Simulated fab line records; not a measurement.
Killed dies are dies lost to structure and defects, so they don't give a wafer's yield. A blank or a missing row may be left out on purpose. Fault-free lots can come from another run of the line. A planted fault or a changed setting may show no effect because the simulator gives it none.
Split-lot study / flow n5Finfet / 7 lots, 21 wafers read, on a route of 1938 steps

## ON THE SPLIT
At N5_BEOL_M14_DEP_53 (deposits SiCN from 3MS/NH3, target thk 50 nm, time 17.8 s), the setting timeS was moved away from the recipe's 17.8 s on 8 of the 21 wafers read, by -13.3% to +14.4%. For the rest of the wafers, this setting stayed at what the recipe calls for.

Reading taken at the split's own step.

## THE READING
SiCN_of_BEOL_M14_DEP_53.thkNm (the simulator's own value, which no gauge read), in nm, at N5_BEOL_M14_DEP_53 (deposits SiCN from 3MS/NH3, target thk 50 nm, time 17.8 s). The file gives no usual value for it. Here, 13 wafers ran the recipe; their average is 49.9 nm with a standard deviation of 0.75 nm.

wafer=L076.3; tool, chamber at the split=pecvd-02, 1; timeS as run, s=15.78; against the recipe=-11.3%; SiCN_of_BEOL_M14_DEP_53.thkNm, nm=44.4; against lot-mates on the recipe=-6.0
wafer=L076.4; tool, chamber at the split=pecvd-02, 0; timeS as run, s=15.78; against the recipe=-11.3%; SiCN_of_BEOL_M14_DEP_53.thkNm, nm=45.4; against lot-mates on the recipe=-5.0
wafer=L076.5; tool, chamber at the split=pecvd-02, 0; timeS as run, s=17.8; against the recipe=recipe; SiCN_of_BEOL_M14_DEP_53.thkNm, nm=50.4; against lot-mates on the recipe=-
wafer=L079.1; tool, chamber at the split=pecvd-01, 0; timeS as run, s=20.37; against the recipe=+14.4%; SiCN_of_BEOL_M14_DEP_53.thkNm, nm=56.2; against lot-mates on the recipe=+5.4
wafer=L079.5; tool, chamber at the split=pecvd-01, 0,1; timeS as run, s=17.8; against the recipe=recipe; SiCN_of_BEOL_M14_DEP_53.thkNm, nm=50.8; against lot-mates on the recipe=-
wafer=L079.6; tool, chamber at the split=pecvd-01, 0,1; timeS as run, s=17.8; against the recipe=recipe; SiCN_of_BEOL_M14_DEP_53.thkNm, nm=50.8; against lot-mates on the recipe=-
wafer=L085.1; tool, chamber at the split=pecvd-02, 1; timeS as run, s=20.24; against the recipe=+13.7%; SiCN_of_BEOL_M14_DEP_53.thkNm, nm=55.6; against lot-mates on the recipe=+6.3
wafer=L085.3; tool, chamber at the split=pecvd-02, 0; timeS as run, s=17.8; against the recipe=recipe; SiCN_of_BEOL_M14_DEP_53.thkNm, nm=49.2; against lot-mates on the recipe=-
wafer=L085.5; tool, chamber at the split=pecvd-02, 1; timeS as run, s=17.8; against the recipe=recipe; SiCN_of_BEOL_M14_DEP_53.thkNm, nm=49.4; against lot-mates on the recipe=-
wafer=L087.3; tool, chamber at the split=pecvd-01, 1; timeS as run, s=17.8; against the recipe=recipe; SiCN_of_BEOL_M14_DEP_53.thkNm, nm=49.4; against lot-mates on the recipe=-
wafer=L087.4; tool, chamber at the split=pecvd-01, 2; timeS as run, s=17.8; against the recipe=recipe; SiCN_of_BEOL_M14_DEP_53.thkNm, nm=50; against lot-mates on the recipe=-
wafer=L087.5; tool, chamber at the split=pecvd-01, 1; timeS as run, s=17.8; against the recipe=recipe; SiCN_of_BEOL_M14_DEP_53.thkNm, nm=50.6; against lot-mates on the recipe=-
wafer=L086.1; tool, chamber at the split=pecvd-04, 0,1; timeS as run, s=17.8; against the recipe=recipe; SiCN_of_BEOL_M14_DEP_53.thkNm, nm=49; against lot-mates on the recipe=-
wafer=L086.2; tool, chamber at the split=pecvd-04, 0,1; timeS as run, s=17.8; against the recipe=recipe; SiCN_of_BEOL_M14_DEP_53.thkNm, nm=49; against lot-mates on the recipe=-
wafer=L086.3; tool, chamber at the split=pecvd-04, 2; timeS as run, s=16.16; against the recipe=-9.2%; SiCN_of_BEOL_M14_DEP_53.thkNm, nm=44; against lot-mates on the recipe=-5.0
wafer=L088.3; tool, chamber at the split=pecvd-02, 1; timeS as run, s=17.8; against the recipe=recipe; SiCN_of_BEOL_M14_DEP_53.thkNm, nm=48.8; against lot-mates on the recipe=-
wafer=L088.4; tool, chamber at the split=pecvd-02, 2; timeS as run, s=17.8; against the recipe=recipe; SiCN_of_BEOL_M14_DEP_53.thkNm, nm=51; against lot-mates on the recipe=-
wafer=L088.5; tool, chamber at the split=pecvd-02, 1; timeS as run, s=15.51; against the recipe=-12.9%; SiCN_of_BEOL_M14_DEP_53.thkNm, nm=43.8; against lot-mates on the recipe=-6.1
wafer=L089.1; tool, chamber at the split=pecvd-04, 1; timeS as run, s=15.43; against the recipe=-13.3%; SiCN_of_BEOL_M14_DEP_53.thkNm, nm=42.8; against lot-mates on the recipe=-7.2
wafer=L089.4; tool, chamber at the split=pecvd-04, 2; timeS as run, s=17.8; against the recipe=recipe; SiCN_of_BEOL_M14_DEP_53.thkNm, nm=50; against lot-mates on the recipe=-
wafer=L089.5; tool, chamber at the split=pecvd-04, 1; timeS as run, s=15.43; against the recipe=-13.3%; SiCN_of_BEOL_M14_DEP_53.thkNm, nm=43.6; against lot-mates on the recipe=-6.4
Rows listing several chambers each stand for several wafers; the file does not say which wafer went through which chamber.

THE FIT
A straight line over all 21 wafers: SiCN_of_BEOL_M14_DEP_53.thkNm changes by +0.466 nm for each +1% of timeS; r = +0.98; the points scatter about the line by 0.78 nm.
The same after taking each lot's own level away (the mean of its wafers on the recipe; 21 wafers): +0.466 nm for each +1%; r = +0.99; scatter 0.58 nm.
That fit puts the effect of the largest move of timeS on the reading at 6.7 nm.
The span of the lots' own levels, 49.00 to 50.80 nm, comes to 2.4 times the standard deviation stated above.
Hence the lot-to-lot level has little effect on the slope; both slopes agree.
Check: for one of the wafers moved furthest among these (+14.4%), held out of the fit, the line's prediction against its lot-mates is +7 nm. Against them it came out at +5.4 nm.

## OTHER SPLITS APPLIED TO THESE WAFERS
These wafers also went through other splits before the reading. Each is held against what the fit with the lots' levels taken away leaves over:
other split on the same wafers=N5_BEOL_M13_ETCH_59 timeS; wafers away from the commonest value=5; r with SiCN_of_BEOL_M14_DEP_53.thkNm (lot level and that fit taken away)=-0.14

## THE FILE'S OWN FIT
SiCN_of_BEOL_M14_DEP_53.thkNm changes by +0.464 nm for each +1% of timeS, r = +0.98.
